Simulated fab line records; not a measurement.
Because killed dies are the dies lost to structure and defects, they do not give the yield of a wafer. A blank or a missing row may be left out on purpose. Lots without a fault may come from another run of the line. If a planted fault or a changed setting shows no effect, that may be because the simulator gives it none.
A lot that was struck, set against a sound lot	flow nand_harc	15 out of 1302 route steps
Sound: wafers L227.1, L227.2, L227.6. Struck: wafer L234.1 (left out: L234.2, L234.6 of the same lot, which were not struck); the cause appears at the end.
Each step with rows lists, per side, the tool, then ch with its chambers, then its first start. Under that, the readings that differ: sound wafers	struck wafers	difference of the means	sigmas: that difference in standard deviations of wafers without a fault.
alike: same words and numbers on both sides, and readings whose means sit less than 2 such deviations apart. not compared: any withheld reading, any reading some wafer has no value for, any bound like >300 that may hide the same value, and any number with overlapping values for which the record gives no deviation.
Wherever a step has rows on one side only, a row that says differs or no value, or a row with sigmas, the two part there. When numbers do not overlap yet have no deviation, they are printed without sigmas and do not part them. A reading missing from all wafers of one side parts the sides only when that side holds two or more wafers.

NHARC_A_DECK1_JOINT_INSPECT_05:
  sound: defect_inspect-02 at day 13 03:07; struck: defect_inspect-02 at day 16 00:59
  alike: raw_defect_count
then, 1 step without rows for these wafers: NHARC_A_ONON_D2_DEP_00 (target thk 1000 nm).
NHARC_A_ONON_D2_THK_MEAS_02: measures by ellipsometry.
  sound: film_metro-02 at day 13 03:41; struck: film_metro-01 at day 16 01:34
  alike: thk_nm
then, 1 step without rows for these wafers: NHARC_A_ONON_D2_DEP_03 (target thk 1000 nm).
NHARC_A_ONON_D2_THK_MEAS_05: measures by ellipsometry.
  sound: film_metro-01 at day 13 04:16; struck: film_metro-02 at day 16 02:08
  alike: thk_nm
then, 1 step without rows for these wafers: NHARC_A_ONON_D2_DEP_06 (target thk 1000 nm).
NHARC_A_ONON_D2_THK_MEAS_08: measures by ellipsometry.
  sound: film_metro-02 at day 13 04:50; struck: film_metro-02 at day 16 02:41
reading	sound	struck	difference	sigmas
thk_nm (nm)	1015 1014 1014	989	-25	-2
then, 1 step without rows for these wafers: NHARC_A_ONON_D2_DEP_09 (target thk 1000 nm).
NHARC_A_ONON_D2_THK_MEAS_11: measures by ellipsometry.
  sound: film_metro-01 at day 13 05:24; struck: film_metro-01 at day 16 03:16
  alike: thk_nm
then, 1 step without rows for these wafers: NHARC_A_ONON_D2_DEP_12 (target thk 1000 nm).
NHARC_A_ONON_D2_THK_MEAS_14: measures by ellipsometry.
  sound: film_metro-02 at day 13 05:58; struck: film_metro-01 at day 16 04:08
  alike: thk_nm
then, 1 step without rows for these wafers: NHARC_A_ONON_D2_ANNEAL_15 (time 3600 s).
NHARC_A_ONON_D2_DEP_16: target thk 1000 nm.
  sound on pecvd_onon-03 ch 0, day 13 13:31; struck on pecvd_onon-03 ch 0, day 16 12:18
  alike: n2o_flow_sccm, susceptor_temp_C
NHARC_A_ONON_D2_THK_MEAS_18: measures by ellipsometry.
  sound: film_metro-02 at day 13 14:01; struck: film_metro-02 at day 16 12:48
reading	sound	struck	difference	sigmas
thk_nm (nm)	982 984 984	939	-44	-3
then, 1 step without rows for these wafers: NHARC_A_ONON_D2_DEP_19 (target thk 1000 nm).

== WHERE THEY PART ==
First at NHARC_A_ONON_D2_THK_MEAS_08; last, within this record, at NHARC_A_ONON_D2_THK_MEAS_18.

WHY: what had been put in by the simulator
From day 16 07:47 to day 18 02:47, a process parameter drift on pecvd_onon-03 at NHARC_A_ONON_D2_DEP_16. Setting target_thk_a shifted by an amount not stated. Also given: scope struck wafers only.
